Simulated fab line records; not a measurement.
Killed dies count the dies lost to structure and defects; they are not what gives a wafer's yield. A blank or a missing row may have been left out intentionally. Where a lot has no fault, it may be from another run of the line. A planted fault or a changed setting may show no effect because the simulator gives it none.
Which of the tools did it? :: flow nand_harc :: 36 wafers from 12 lots sampled at 5 of the route's 1302 steps

WHAT THE GAUGES READ, wafer by wafer
NHARC_P_M2_CD_MEAS_16.
lot: L074
measured: day 5 16:28
on: cd_sem-02
cd_nm (nm): 170.0 170.3 169.7

lot: L077
measured: day 6 10:09
on: cd_sem-01
cd_nm (nm): 170.4 170.6 169.9

lot: L079
measured: day 7 19:07
on: cd_sem-03
cd_nm (nm): 169.2 168.9 169.4

lot: L082
measured: day 8 14:55
on: cd_sem-01
cd_nm (nm): 169.7 170.0 170.2

lot: L084
measured: day 9 09:05
on: cd_sem-02
cd_nm (nm): 170.9 170.4 170.9

lot: L085
measured: day 10 02:04
on: cd_sem-02
cd_nm (nm): 169.9 170.3 169.8

lot: L087
measured: day 10 17:29
on: cd_sem-02
cd_nm (nm): 169.8 169.0 169.7

lot: L089
measured: day 11 13:39
on: cd_sem-01
cd_nm (nm): 169.4 169.7 169.7

lot: L091
measured: day 12 13:56
on: cd_sem-02
cd_nm (nm): 169.6 169.8 169.4

lot: L093
measured: day 13 06:38
on: cd_sem-03
cd_nm (nm): 169.7 170.9 169.1

lot: L095
measured: day 14 01:47
on: cd_sem-02
cd_nm (nm): 170.4 170.3 170.0

lot: L097
measured: day 14 20:27
on: cd_sem-01
cd_nm (nm): 170.2 169.8 171.0

TOOL THAT RAN EACH LOT (tool first, then ch and the chambers of the sampled wafers, then the start)
lot: L074
NHARC_P_GATE_DESCUM_93: rie_diel-12 ch 0,3, day 4 22:37
NHARC_P_CONTACT_ALD_22: ald_metal-01 ch 1,2, day 5 05:34
NHARC_P_M0_ETCH_34: rie_diel-07 ch 1,3, day 5 08:00
NHARC_P_M0_DEGAS_28: pvd_sputter-03, day 5 08:50

lot: L077
NHARC_P_GATE_DESCUM_93: rie_diel-10 ch 1,2,3, day 5 16:34
NHARC_P_CONTACT_ALD_22: ald_metal-02 ch 0,2,3, day 5 23:17
NHARC_P_M0_ETCH_34: rie_diel-07 ch 0,1, day 6 01:41
NHARC_P_M0_DEGAS_28: pvd_sputter-02, day 6 02:32

lot: L079
NHARC_P_GATE_DESCUM_93: rie_diel-06 ch 2,3, day 7 01:38
NHARC_P_CONTACT_ALD_22: ald_metal-02 ch 1,3, day 7 08:30
NHARC_P_M0_ETCH_34: rie_diel-07 ch 1,3, day 7 10:56
NHARC_P_M0_DEGAS_28: pvd_sputter-01, day 7 11:46

lot: L082
NHARC_P_GATE_DESCUM_93: rie_diel-10 ch 0,2,3, day 7 21:40
NHARC_P_CONTACT_ALD_22: ald_metal-01 ch 1,2,3, day 8 04:08
NHARC_P_M0_ETCH_34: rie_diel-07 ch 0,2,3, day 8 06:34
NHARC_P_M0_DEGAS_28: pvd_sputter-01, day 8 07:23

lot: L084
NHARC_P_GATE_DESCUM_93: rie_diel-12 ch 1,2,3, day 8 15:19
NHARC_P_CONTACT_ALD_22: ald_metal-01 ch 0,2,3, day 8 22:10
NHARC_P_M0_ETCH_34: rie_diel-07 ch 1,2,3, day 9 00:26
NHARC_P_M0_DEGAS_28: pvd_sputter-01, day 9 01:25

lot: L085
NHARC_P_GATE_DESCUM_93: rie_diel-06 ch 0,2,3, day 9 07:27
NHARC_P_CONTACT_ALD_22: ald_metal-01 ch 1,2,3, day 9 14:25
NHARC_P_M0_ETCH_34: rie_diel-07 ch 0,1, day 9 17:22
NHARC_P_M0_DEGAS_28: pvd_sputter-03, day 9 18:11

lot: L087
NHARC_P_GATE_DESCUM_93: rie_diel-10 ch 0,1,2, day 9 23:55
NHARC_P_CONTACT_ALD_22: ald_metal-04 ch 0,2, day 10 06:28
NHARC_P_M0_ETCH_34: rie_diel-07 ch 0,3, day 10 09:02
NHARC_P_M0_DEGAS_28: pvd_sputter-01, day 10 09:55

lot: L089
NHARC_P_GATE_DESCUM_93: rie_diel-10 ch 0,2,3, day 10 20:25
NHARC_P_CONTACT_ALD_22: ald_metal-01 ch 0,1, day 11 02:47
NHARC_P_M0_ETCH_34: rie_diel-07 ch 1,2,3, day 11 05:13
NHARC_P_M0_DEGAS_28: pvd_sputter-02, day 11 06:10

lot: L091
NHARC_P_GATE_DESCUM_93: rie_diel-10 ch 0,3, day 11 20:24
NHARC_P_CONTACT_ALD_22: ald_metal-04 ch 1,2,3, day 12 03:04
NHARC_P_M0_ETCH_34: rie_diel-03 ch 0,2,3, day 12 05:31
NHARC_P_M0_DEGAS_28: pvd_sputter-03, day 12 06:20

lot: L093
NHARC_P_GATE_DESCUM_93: rie_diel-06 ch 0,1,2, day 12 13:14
NHARC_P_CONTACT_ALD_22: ald_metal-04 ch 0,2,3, day 12 19:43
NHARC_P_M0_ETCH_34: rie_diel-05 ch 0,2,3, day 12 22:11
NHARC_P_M0_DEGAS_28: pvd_sputter-03, day 12 23:04

lot: L095
NHARC_P_GATE_DESCUM_93: rie_diel-12 ch 0,2,3, day 13 08:04
NHARC_P_CONTACT_ALD_22: ald_metal-04 ch 0,3, day 13 14:35
NHARC_P_M0_ETCH_34: rie_diel-03 ch 0,1,3, day 13 17:13
NHARC_P_M0_DEGAS_28: pvd_sputter-01, day 13 18:07

lot: L097
NHARC_P_GATE_DESCUM_93: rie_diel-12 ch 1,2, day 14 02:41
NHARC_P_CONTACT_ALD_22: ald_metal-04 ch 1,3, day 14 09:14
NHARC_P_M0_ETCH_34: rie_diel-07 ch 1,2, day 14 11:38
NHARC_P_M0_DEGAS_28: pvd_sputter-01, day 14 12:39
- NHARC_P_GATE_DESCUM_93: chemistry O2, time 3 s.
- NHARC_P_CONTACT_ALD_22: deposits TiN, target thk 3 nm, pulse time 1 s, ald cycles 150.
- NHARC_P_M0_ETCH_34: etches the open film in N2/H2, target depth 40 nm, overetch 12 nm, time 43.94 s.
- NHARC_P_M0_DEGAS_28: time 60 s.

THE ANSWER, worked out from the rows above alone
Rule: usual is defined by the lots themselves. The widest of any qualifying gaps counts: lots, ordered by their means at a reading, are off when they make up no more than a third of the lots, leave a main group of 4 or more, and stand apart from it by 3 or more times the standard deviation of that group's means. A main group whose means are all the same, to the digits that the tables above print for the reading, isn't used. Also off: a lot with no number at a reading for which 4 or more lots have one. Any other lot the step has rows for is counted as sound.
Across all readings shown, no lot is off: no conclusion can be drawn from this.

WHAT THE SIMULATOR PUT IN
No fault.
